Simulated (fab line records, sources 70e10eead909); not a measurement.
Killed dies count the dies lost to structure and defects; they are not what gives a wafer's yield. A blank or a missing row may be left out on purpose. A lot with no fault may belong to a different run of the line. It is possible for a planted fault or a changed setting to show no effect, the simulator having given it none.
fab line records	flow nandHarc
record lots=6	wafers=17	lastDay=30
route steps=1302 shown A_WL_FILL@974 A_CONTACT@983 END@1302
lots that met no fault: from a run of the same line without faults
startH: start of the lot's first displayed wafer, in hours after the record's first day	waitH: hours elapsed since this lot's preceding step	" identical to the entry in the row above	L1.1+2: a row that stands for several wafers	- either no value or no given start	* or withheld: withheld	< > ~ a bound
route shown NAME@n: a module of which the file shows steps, and the number in the route of the first	usual: mean/standard deviation of fault-free wafers	same: alike in all rows	chamber/n: place in a boat	sites: the reading at each site	_std_site: how widely they spread, as a standard deviation	_edge_site: outer sites' mean less inner sites'	radiusMm: how far each site lies from the wafer's centre	mask NAME#n: copy n	behind: tool/chamber where the wafer was last shaped	hold: why the lot went on hold/how many hours it stayed there/how the hold came to an end	device: whichever transistor did not switch (one of n, p or np)	end of line: the same wafers' tests at the end of the route	a step without rows: its recipe alone	killed: at the first sort, the dies lost to defects and structure; wafer yield is something else	map: shows each die of a wafer: x if killed, . if not, _ if none is there
set.NAME: the setting that was run; set.NAME@STEP: the one run at that earlier step	model.NAME: the simulator's own value behind a step, which no gauge read
lots at some steps of the route; a table a step, a row a wafer
services: a tool's chamber out of use, with start hour (startH, from the record's first day; less than 0 if before it), hours out, and reason
## steps
# step NHARC_A_WL_FILL_SRD_14
# step NHARC_A_WL_FILL_ALD_19
# recipe targetThkA=20	pulseTimeS=3	aldCycles=100	tempC=450	material=TiN
# step NHARC_A_WL_FILL_CVD_20
# recipe targetThkA=1000	tempC=400	pressureTorr=40	wf6FlowSccm=40	h2FlowSccm=1600	arFlowSccm=1560	timeS=74	material=W
# step NHARC_A_WL_FILL_CMP_12
# recipe tOverpolishS=30	targetThkNm=100
# step NHARC_A_WL_FILL_SRD_31
# step NHARC_A_WL_FILL_INSPECT_15
# usual rawDefectCount=464/120
lot.wafer	tool	chamber	startH	waitH	rawDefectCount
L965.2	defectInspect-02	-	484.25	0.0	596
L965.3	"	-	"	"	758
L965.4	"	-	"	"	537
L972.1	defectInspect-01	-	560.88	0.0	450
L972.2	"	-	"	"	416
L972.6	"	-	"	"	516
L975.1	defectInspect-01	-	600.99	0.0	286
L975.2	"	-	"	"	288
L975.5	"	-	"	"	371
L977.1	defectInspect-02	-	601.02	0.0	535
L977.3	"	-	"	"	638
L977.6	"	-	"	"	539
L981.1	defectInspect-02	-	635.39	0.0	607
L981.3	"	-	"	"	556
L981.6	"	-	"	"	472
L980.2	defectInspect-02	-	644.96	0.0	463
L980.5	"	-	"	"	643
# step NHARC_A_CONTACT_DEP_24
# recipe targetThkA=5000	tempC=400	pressureTorr=6.5	rfW=900	teosFlowSccm=161.4	flowSccm=2650	targetThkNm=500	gas=O2	material=SiO2
# step NHARC_A_CONTACT_DEP_28
# recipe targetThkA=70000	tempC=400	material=aC
# usual throttleValvePct=35.000/0.0092
lot.wafer	tool	chamber	startH	waitH	throttleValvePct
L965.2	aclDep-02	0	489.38	4.5	34.993
L965.3	"	0	"	"	35.010
L965.4	"	0	"	"	34.975
L972.1	aclDep-02	0	564.47	3.0	34.995
L972.2	"	0	"	"	34.997
L972.6	"	0	568.02	6.5	35.003
L975.1	aclDep-01	0	601.66	0.1	35.011
L975.2	"	0	"	"	34.996
L975.5	"	0	604.47	2.9	35.003
L977.1	aclDep-03	0	601.75	0.1	34.998
L977.3	"	0	603.15	1.5	35.003
L977.6	"	0	605.25	3.6	34.984
L981.1	aclDep-01	0	637.86	1.7	35.001
L981.3	"	0	639.29	3.2	34.995
L981.6	"	0	641.44	5.3	34.992
L980.2	aclDep-03	0	646.33	0.8	35.006
L980.5	"	0	648.44	2.9	34.982
# step NHARC_A_CONTACT_DEP_29
# recipe targetThkA=1000	targetThkNm=100	tempC=400	pressureTorr=3.5	flowSccm=200	rfW=350	material=SiON
# usual heaterPowerW=778/120
lot.wafer	tool	chamber	startH	waitH	heaterPowerW
L965.2	pecvd-04	1	492.94	2.9	521
L965.3	"	2	"	"	773
L965.4	"	2	"	"	768
L972.1	pecvd-01	2	568.75	3.6	737
L972.2	"	0	"	"	885
L972.6	"	2	"	"	732
L975.1	pecvd-01	0	605.90	3.5	903
L975.2	"	2	"	"	705
L975.5	"	0	"	"	918
L977.1	pecvd-02	2	606.01	3.6	801
L977.3	"	2	"	"	785
L977.6	"	1	"	"	913
L981.1	pecvd-02	0	642.21	3.6	754
L981.3	"	1	"	"	844
L981.6	"	0	"	"	754
L980.2	pecvd-02	0	649.93	2.9	816
L980.5	"	1	"	"	872
# step NHARC_A_CONTACT_DEHYDRATE_32
# recipe tempC=150	timeS=120
# step NHARC_A_CONTACT_HMDS_33
# recipe timeS=30
# step NHARC_A_CONTACT_COAT_34
# recipe tempC=260	timeS=75
# step NHARC_A_CONTACT_COAT_35
# recipe tempC=225	timeS=65
# step NHARC_A_CONTACT_COAT_36
# recipe spinRpm=1500	resistThkNm=90
# step NHARC_A_CONTACT_SOFTBAKE_37
# recipe tempC=105	timeS=55
# step NHARC_A_CONTACT_EBR_38
# step NHARC_A_CONTACT_EXPOSE_39
# recipe na=1.35	sigmaOuter=0.8	doseMj=58.79	maskId=A_CC_3
# step NHARC_A_CONTACT_PEB_40
# recipe pebTempC=100	pebTimeS=65
# step NHARC_A_CONTACT_DEVELOP_41
# recipe developTimeS=35	devTempC=23
# step NHARC_A_CONTACT_CD_MEAS_42
# recipe targetCdNm=300	landingEnergyEv=500
# usual cdNm=300.2/0.45
lot.wafer	tool	chamber	startH	waitH	cdNm
L965.2	cdSem-01	0	493.67	-	299.8
L965.3	"	0	"	"	300.4
L965.4	"	0	"	"	300.2
L972.1	cdSem-03	0	569.47	-	300.9
L972.2	"	0	"	"	299.7
L972.6	"	0	"	"	300.6
L975.1	cdSem-02	0	606.62	-	299.9
L975.2	"	0	"	"	299.5
L975.5	"	0	"	"	299.9
L977.1	cdSem-02	0	606.78	-	299.6
L977.3	"	0	"	"	299.7
L977.6	"	0	"	"	299.5
L981.1	cdSem-03	0	642.90	-	300.7
L981.3	"	0	"	"	300.2
L981.6	"	0	"	"	300.8
L980.2	cdSem-03	0	650.60	-	300.3
L980.5	"	0	"	"	301.0
# step NHARC_A_CONTACT_OVL_MEAS_43
# usual overlayXNm=0.3/0.7	overlayYNm=0.2/0.95
lot.wafer	tool	chamber	startH	waitH	overlayXNm	overlayYNm
L965.2	overlay-01	-	493.75	-	-0.6	0.2
L965.3	"	-	"	"	-0.9	-0.5
L965.4	"	-	"	"	-0.5	0.2
L972.1	overlay-01	-	569.56	-	0.1	0.4
L972.2	"	-	"	"	0.4	0.4
L972.6	"	-	"	"	0.0	0.5
L975.1	overlay-01	-	606.71	-	-0.4	1.4
L975.2	"	-	"	"	-0.6	1.7
L975.5	"	-	"	"	-0.7	1.7
L977.1	overlay-02	-	606.87	-	0.6	1.1
L977.3	"	-	"	"	0.8	0.8
L977.6	"	-	"	"	0.1	1.2
L981.1	overlay-02	-	642.99	-	0.0	-0.5
L981.3	"	-	"	"	0.0	-0.9
L981.6	"	-	"	"	-0.2	-1.1
L980.2	overlay-02	-	650.69	-	0.1	-0.7
L980.5	"	-	"	"	0.6	-1.0
# step NHARC_A_CONTACT_INSPECT_44
# usual rawDefectCount=87/42
lot.wafer	tool	chamber	startH	waitH	rawDefectCount
L965.2	defectInspect-02	-	493.79	0.0	97
L965.3	"	-	"	"	82
L965.4	"	-	"	"	88
L972.1	defectInspect-01	-	569.60	0.0	53
L972.2	"	-	"	"	67
L972.6	"	-	"	"	70
L975.1	defectInspect-02	-	606.74	0.0	20
L975.2	"	-	"	"	18
L975.5	"	-	"	"	11
L977.1	defectInspect-02	-	606.90	0.0	121
L977.3	"	-	"	"	129
L977.6	"	-	"	"	106
L981.1	defectInspect-02	-	643.03	0.0	130
L981.3	"	-	"	"	104
L981.6	"	-	"	"	113
L980.2	defectInspect-02	-	650.72	0.0	99
L980.5	"	-	"	"	114
# step NHARC_A_CONTACT_DESCUM_47
# recipe timeS=3	o2FlowSccm=200	arFlowSccm=0	biasPowerW=0	chemistry=O2
# step NHARC_A_CONTACT_ETCH_48
# recipe targetDepthA=390	overEtchFrac=0.3	timeS=65	ionEnergyEv=80	cf4FlowSccm=150	arFlowSccm=0	rfW=300	biasW=100	chemistry=CF4
# step NHARC_A_CONTACT_ETCH_49
# recipe targetDepthA=2600	overEtchFrac=0.3	timeS=475.3	ionEnergyEv=200	n2FlowSccm=150	h2FlowSccm=150	arFlowSccm=0	rfW=400	biasW=150	chemistry=N2/H2
# step NHARC_A_CONTACT_ETCH_50
# recipe targetDepthA=1210	timeS=60.5	cf4FlowSccm=100	chf3FlowSccm=30	arFlowSccm=0	rfW=500	biasW=200	chemistry=CF4/CHF3
# usual chf3FlowSccm=29.99/0.099	drypumpMotorCurrentA=6.07/0.25	oesProductAu=0.953/0.022	rfVppV=370.4/2	showerheadPlenumPTorr=1.57/0.054	throttleValvePct=16.801/0.0078
lot.wafer	tool	chamber	startH	waitH	chf3FlowSccm	drypumpMotorCurrentA	oesProductAu	rfHoursCounterH	rfVppV	showerheadPlenumPTorr	throttleValvePct
L965.3	rieDiel-12	2	-	-	30.10	6.30	0.960	14	369.9	1.55	16.807
L965.4	"	0	"	"	29.92	6.19	0.946	12	368.9	1.52	16.806
L965.2	"	1	"	"	29.93	6.26	0.953	15	374.0	1.70	16.803
L972.1	rieDiel-10	3	-	-	30.14	5.83	0.979	21	368.1	1.53	16.806
L972.2	"	1	"	"	30.05	5.68	0.968	23	370.0	1.54	16.800
L972.6	"	2	"	"	30.00	6.24	0.965	-	368.6	1.55	16.792
L975.2	rieDiel-10	2	-	-	29.88	6.23	0.950	0	370.9	1.55	16.806
L975.1	"	0	"	"	30.06	6.19	0.970	0	371.9	1.60	16.798
L975.5	"	2	"	"	29.89	6.21	0.943	-	369.5	1.55	16.797
L977.1	rieDiel-13	3	-	-	30.14	6.60	0.924	28	366.8	1.49	16.799
L977.3	"	2	"	"	29.87	5.96	0.921	27	371.8	1.57	16.806
L977.6	"	0	"	"	29.87	5.97	0.913	-	370.9	1.57	16.802
L981.1	rieDiel-10	1	644.24	0.4	29.96	5.67	0.959	4	370.1	1.54	16.798
L981.3	"	0	"	"	29.88	6.17	0.936	9	370.5	1.60	16.789
L981.6	"	2	"	"	30.08	6.29	0.938	-	369.7	1.55	16.791
L980.2	rieDiel-10	1	-	-	29.93	5.65	0.974	6	371.1	1.54	16.797
L980.5	"	3	"	"	30.01	5.80	0.970	-	367.8	1.53	16.810
# step NHARC_A_CONTACT_ETCH_51
# recipe targetDepthA=70000	overEtchFrac=0.3	timeS=1820	ionEnergyEv=150	o2FlowSccm=400	cosFlowSccm=20	arFlowSccm=0	rfW=500	biasW=300	chemistry=O2/COS
# step NHARC_A_CONTACT_ETCH_111
# recipe sourceW=withheld	pressureMtorr=20	biasV=withheld	timeS=140	targetDepthA=7000	arFlowSccm=withheld	c4f8FlowSccm=withheld	o2FlowSccm=withheld	chemistry=C4F8/O2/Ar
# step NHARC_A_CONTACT_ETCH_112
# recipe sourceW=withheld	pressureMtorr=20	biasV=3000	timeS=190	targetDepthA=18500	arFlowSccm=withheld	c4f8FlowSccm=withheld	o2FlowSccm=withheld	chemistry=C4F8/O2/Ar
lot.wafer	tool	chamber	startH	waitH	rfHoursCounterH
L965.2	harCapEtch-01	0	496.01	0.2	126
L965.3	"	0	"	"	-
L965.4	"	1	"	"	-
L972.1	harCapEtch-02	0	571.68	0.2	94
L972.2	"	1	"	"	94
L972.6	"	0	"	"	-
L975.1	harCapEtch-03	0	608.93	0.2	62
L975.2	"	1	"	"	62
L975.5	"	0	"	"	-
L977.1	harCapEtch-02	0	609.00	0.2	102
L977.3	"	0	"	"	-
L977.6	"	1	"	"	-
L981.1	harCapEtch-02	0	646.00	0.2	110
L981.3	"	1	"	"	-
L981.6	"	0	"	"	-
L980.2	harCapEtch-02	0	652.82	0.2	113
L980.5	"	0	"	"	-
# step NHARC_A_CONTACT_ETCH_113
# recipe sourceW=withheld	pressureMtorr=20	biasV=3000	timeS=190	targetDepthA=18500	arFlowSccm=withheld	c4f8FlowSccm=withheld	o2FlowSccm=withheld	chemistry=C4F8/O2/Ar
# step NHARC_A_CONTACT_ETCH_114
# recipe sourceW=withheld	pressureMtorr=20	biasV=3000	timeS=190	targetDepthA=18500	arFlowSccm=withheld	c4f8FlowSccm=withheld	o2FlowSccm=withheld	chemistry=C4F8/O2/Ar
# step NHARC_A_CONTACT_ETCH_115
# recipe sourceW=withheld	pressureMtorr=20	biasV=3000	timeS=190	targetDepthA=18500	arFlowSccm=withheld	c4f8FlowSccm=withheld	o2FlowSccm=withheld	chemistry=C4F8/O2/Ar
# step NHARC_A_CONTACT_ETCH_116
# recipe sourceW=withheld	pressureMtorr=20	biasV=3000	timeS=190	targetDepthA=18500	arFlowSccm=withheld	c4f8FlowSccm=withheld	o2FlowSccm=withheld	chemistry=C4F8/O2/Ar
# step NHARC_A_CONTACT_ETCH_117
# recipe sourceW=withheld	pressureMtorr=20	biasV=3000	timeS=190	targetDepthA=18500	arFlowSccm=withheld	c4f8FlowSccm=withheld	o2FlowSccm=withheld	chemistry=C4F8/O2/Ar
lot.wafer	tool	chamber	startH	waitH	rfHoursCounterH
L965.2	harCapEtch-01	0	496.86	0.1	126
L965.3	"	0	"	"	-
L965.4	"	1	"	"	-
L972.1	harCapEtch-02	0	572.54	0.1	95
L972.2	"	1	"	"	95
L972.6	"	0	"	"	-
L975.1	harCapEtch-03	0	609.78	0.1	63
L975.2	"	1	"	"	63
L975.5	"	0	"	"	-
L977.1	harCapEtch-02	0	609.86	0.1	103
L977.3	"	0	"	"	-
L977.6	"	1	"	"	-
L981.1	harCapEtch-02	0	646.85	0.1	111
L981.3	"	1	"	"	-
L981.6	"	0	"	"	-
L980.2	harCapEtch-02	0	653.68	0.1	113
L980.5	"	0	"	"	-
# step NHARC_A_CONTACT_ETCH_118
# recipe sourceW=withheld	pressureMtorr=20	biasV=3000	timeS=190	targetDepthA=18500	arFlowSccm=withheld	c4f8FlowSccm=withheld	o2FlowSccm=withheld	chemistry=C4F8/O2/Ar
# step NHARC_A_CONTACT_ETCH_119
# recipe sourceW=withheld	pressureMtorr=20	biasV=3000	timeS=190	targetDepthA=18500	arFlowSccm=withheld	c4f8FlowSccm=withheld	o2FlowSccm=withheld	chemistry=C4F8/O2/Ar
# step NHARC_A_CONTACT_ETCH_120
# recipe sourceW=withheld	pressureMtorr=20	biasV=3000	timeS=190	targetDepthA=18500	arFlowSccm=withheld	c4f8FlowSccm=withheld	o2FlowSccm=withheld	chemistry=C4F8/O2/Ar
lot.wafer	tool	chamber	startH	waitH	rfHoursCounterH
L965.2	harCapEtch-01	0	497.37	0.1	127
L965.3	"	0	"	"	-
L965.4	"	1	"	"	-
L972.1	harCapEtch-02	0	573.06	0.1	95
L972.2	"	1	"	"	95
L972.6	"	0	"	"	-
L975.1	harCapEtch-03	0	610.29	0.1	63
L975.2	"	1	"	"	63
L975.5	"	0	"	"	-
L977.1	harCapEtch-02	0	610.38	0.1	103
L977.3	"	0	"	"	-
L977.6	"	1	"	"	-
L981.1	harCapEtch-02	0	647.36	0.1	112
L981.3	"	1	"	"	-
L981.6	"	0	"	"	-
L980.2	harCapEtch-02	0	654.19	0.1	114
L980.5	"	0	"	"	-
# step NHARC_A_CONTACT_ETCH_121
# recipe sourceW=withheld	pressureMtorr=20	biasV=3000	timeS=190	targetDepthA=18500	arFlowSccm=withheld	c4f8FlowSccm=withheld	o2FlowSccm=withheld	chemistry=C4F8/O2/Ar
# step NHARC_END_SORT_01
# recipe tempC=25
# usual killedAtArray=51/17	killedAtOther=1.6/2.1	killedAtPeriphery=4/3.2	killedDies=57/18	killedOpen=2.9/1.7	killedShort=2.3/1.3
# same grossDies=677
lot.wafer	tool	chamber	startH	waitH	killedAtArray	killedAtOther	killedAtPeriphery	killedDies	killedOpen	killedShort
L972.1	prober-02	0	638.29	2.5	37	0	10	47	1	5
L972.2	prober-02	0	639.11	2.8	52	1	2	55	2	4
L972.6	prober-02	0	642.35	4.1	44	0	6	50	5	2
L977.1	prober-02	0	683.55	2.5	72	1	3	76	2	3
L977.3	prober-02	0	685.13	3.1	61	2	0	63	0	1
L981.1	prober-02	0	715.24	2.5	67	3	1	71	4	1
L981.3	prober-02	0	716.87	3.1	60	3	0	63	0	2
L981.6	prober-02	0	719.32	4.1	448	0	2	450	2	3
L980.5	prober-01	0	728.10	3.7	377	0	8	385	7	2
# killed by level:class
L972.1 A_CHANNEL_HOLE_D2:chamberFilmFlake=23 P_CONTACT:chamberFilmFlake=3 A_CONTACT:chamberFilmFlake=3 P_STI:chamberFilmFlake=2 A_STAIRCASE:chamberFilmFlake=2 P_GATE:geometricParticle:open=1 P_M2:geometricParticle:short=1 A_CHANNEL_FILL_D2:geometricParticle:short=1
L972.2 A_CHANNEL_HOLE_D2:chamberFilmFlake=33 A_CONTACT:chamberFilmFlake=7 A_STAIRCASE:chamberFilmFlake=4 A_CHANNEL_HOLE_D1:chamberFilmFlake=2 P_CONTACT:geometricParticle:short=1 A_CHANNEL_HOLE_D1:geometricParticle:short=1 A_CHANNEL_HOLE_D2:geometricParticle:short=1 A_WL_FILL:geometricParticle:open=1
L972.6 A_CHANNEL_HOLE_D2:chamberFilmFlake=29 A_M0:chamberFilmFlake=3 P_CONTACT:chamberFilmFlake=2 A_DECK1_JOINT:chamberFilmFlake=2 A_STAIRCASE:chamberFilmFlake=2 A_CONTACT:chamberFilmFlake=2 P_GATE:geometricParticle:open=1 P_M0:geometricParticle:open=1
L977.1 A_CHANNEL_HOLE_D1:chamberFilmFlake=32 A_SLIT:chamberFilmFlake=25 A_CONTACT:chamberFilmFlake=7 A_STAIRCASE:chamberFilmFlake=4 P_M1:geometricParticle:short=2 P_M0:geometricParticle:open=1 A_ONON_D2:geometricParticle:short=1 A_ONON_D2:geometricParticle:open=1
L977.3 A_CHANNEL_HOLE_D1:chamberFilmFlake=29 A_SLIT:chamberFilmFlake=17 A_STAIRCASE:chamberFilmFlake=5 A_CONTACT:chamberFilmFlake=5 A_DECK1_JOINT:chamberFilmFlake=2 A_WL_FILL:chamberFilmFlake=2 THIN_TSV:chamberFilmFlake=2 A_ONON_D2:geometricParticle:short=1
L981.1 A_CHANNEL_HOLE_D1:chamberFilmFlake=33 A_SLIT:chamberFilmFlake=24 A_CHANNEL_FILL_D2:chamberFilmFlake=3 A_CONTACT:chamberFilmFlake=2 THIN_TSV:chamberFilmFlake=2 P_GATE:geometricParticle:open=1 A_CHANNEL_FILL_D2:geometricParticle:open=1 A_BLC:geometricParticle:open=1
L981.3 A_CHANNEL_HOLE_D1:chamberFilmFlake=25 A_SLIT:chamberFilmFlake=24 A_CONTACT:chamberFilmFlake=5 THIN_TSV:chamberFilmFlake=3 A_SOURCE_PLATE:geometricParticle:short=1 A_CHANNEL_FILL_D2:geometricParticle:short=1 A_ZERO_WELL:chamberFilmFlake=1 A_CHANNEL_FILL_D2:chamberFilmFlake=1
L981.6 A_CONTACT:areaDep=389 A_CHANNEL_HOLE_D1:chamberFilmFlake=30 A_SLIT:chamberFilmFlake=22 A_CONTACT:chamberFilmFlake=2 P_M0:geometricParticle:short=1 P_M1:geometricParticle:short=1 A_CHANNEL_FILL_D1:geometricParticle:open=1 A_WL_FILL:geometricParticle:short=1
L980.5 A_CONTACT:areaDep=321 A_SLIT:chamberFilmFlake=23 A_CHANNEL_HOLE_D2:chamberFilmFlake=9 A_CONTACT:chamberFilmFlake=8 A_CHANNEL_HOLE_D1:chamberFilmFlake=4 A_ONON_D2:geometricParticle:open=3 P_M0:chamberFilmFlake=3 A_STAIRCASE:chamberFilmFlake=3
# map L980.5 (x killed, . not)
____________x____________
_________x..x..._________
_______..x.....xx._______
______x..xxx...xx..______
_____....xxxxx.x..xx_____
____..xxxxxxxx.xx....____
____...x..xxxx.xxxxxx____
___xx.x..xxxx.xx..xx..___
___.x.x.xxx..xx.x..xx.___
__x..xx....x.x...x.x.x.__
__.x.x.x.x.xx.xxxxxx..x__
_...xx.x..x.xxxx.xxxxx.x_
_xxx..xxx.xxx.xxxxxx.xx._
_xx.......xxx.xx.xxxx.x._
_...x...xx..xxx..xxxxxxx_
_.....x.xxxxx.xxxx..xx.x_
..x.xx..x.xxxx.xxxx.x.xx.
.....x...x..xxxx.xxx..xxx
...x..xxxx.x.x.x.xx....xx
..xx.x.x...x.x.x.x.xx..x.
...x..xxxxx.x.x..xx.xxx..
_xx.x.x.x.x.xx.xxxxxxx.x_
_.xx.x.xxxx.xxx.xxxxxx.x_
_..x...xxxxxxx.x.xxx.x.x_
_x.xx..x.xxxx..x.xxxx.xx_
_...xx.......x.xxxxxx..._
__..xx..xxxxxxxxx.x..x.__
__..x.x.xxxx..xx.xxxxx.__
___..xxxx..xxx.xxx..x.___
___xxxxxx..xxxxxxxx.x.___
____xxxxxx.xxx.xx..xx____
____xxxxxxx..xx.x....____
_____xxxxxxx..xx.xxx_____
______xxxx....x....______
_______xxx....x..._______
_________x.....x_________
____________x____________
# map L981.6 (x killed, . not)
____________.____________
_________x......_________
_______...xx......_______
______.......x.xxx.______
_____....xx..x.x...._____
____.....xxxxxxx.x...____
____...xxxxxxx.x.x...____
___......xxxxxxxxxx...___
___.x.xxxxxxxxxxxxxx..___
__....xxxxxxxxxxxxxx...__
__...x.xxxxxxxxxxxxxx..__
_.....xxxxxxxxxxxxx.x..._
_..xxxxxxxxxxxxxxxxx..x._
_x...xxxxxxxxxxxxxxxxx.x_
_...xxxxxxxxxxxxxxxxxx.._
_..xxxxxxxxxxxxxxxxxx.xx_
...xxxxxxxxxxxxxxxxxxx.xx
..xxxxxxxxxxxxxxxxxxxx...
..xxx.xxxxxxxxxxxxxxx.xx.
..xxxxxxxxxxxxxxxxxxxxxxx
...xxxxxxxxxxxxxxxxxx.xxx
_..x.xxxxxxxxxxxxxxxxx.._
_....xxxxxxxxxxxxxxxx..._
_x.xxxxxxxxxxxxxxxxx...x_
_...xxxxxxxxxxxxxxxxx..._
_...xxxxxxxxxxxxxxx.x..._
__..x..xxxxxxxxxxxxx...__
__..x..xxxxxxxxxxx.....__
___...xxxxxxxxxxxxxxx.___
___....xx.x.xxxxxx.xx.___
____...xxxx.xxx.xxxx.____
____......xxxxxxxxxx.____
_____...x.....xxxx.x_____
______.........xxxx______
_______.x......xxx_______
_________......x_________
____________.____________
## services
tool	chamber	startH	hours	kind
rieDiel-10	0	477.72	-	clean
rieDiel-10	1	477.72	-	clean
rieDiel-10	2	477.72	-	clean
rieDiel-10	3	477.72	-	clean
aclDep-03	-	487.48	13.0	pm
rieDiel-12	-	488.80	1.9	repair
pecvd-01	-	492.26	13.0	pm
harCapEtch-01	-	498.41	17.0	pm
rieDiel-12	2	505.50	4.2	repair
pecvd-01	-	511.79	2.8	repair
rieDiel-13	-	519.08	9.0	pm
aclDep-01	-	550.26	13.0	pm
harCapEtch-02	-	562.06	1.1	repair
pecvd-01	-	562.76	1.0	repair
pecvd-02	-	570.63	5.4	repair
harCapEtch-02	-	585.38	0.2	repair
pecvd-02	-	589.08	13.0	pm
pecvd-01	-	591.97	1.1	repair
rieDiel-10	-	596.72	9.0	pm
aclDep-02	-	606.24	13.0	pm
rieDiel-12	-	623.18	9.0	pm
rieDiel-10	1	624.97	18.9	repair
pecvd-04	-	631.45	13.0	pm
rieDiel-10	3	634.00	16.1	repair
## key
firstSign step=NHARC_END_SORT_01	reading=killedAtArray	direction=up	sigmas=21	usual=51	struck=412
effect step=NHARC_END_SORT_01	reading=killedDies	direction=up	sigmas=20	usual=57	struck=418
moreKillsBornAt NHARC_A_CONTACT_DEP_29@pecvd-02=710
metAt NHARC_A_CONTACT_DEP_29
struckWafers L980.5,L981.6
laterRowsLeftOut L981.6
testerLeftOut L980,L981
onsetBetween 606.01 642.21
fault kind=processParameterDrift	tool=pecvd-02	chamber=-	onsetH=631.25	steps=NHARC_A_CONTACT_DEP_29	channel=targetThkA	offset=*	shape=step	endH=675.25	scope=struckWafersOnly	actsIn=*	stated=*
# testerLeftOut: of these lots the tester's yield and bins aren't shown, on N5 and GAA mostly nor the transistor test; their killed dies are dies lost to structure and defects alone, not to doping, threshold or leakage, so they don't give the yield
# laterRowsLeftOut: the simulator's readings of these wafers behind a module that went badly wrong aren't trusted and aren't shown, but for the sort
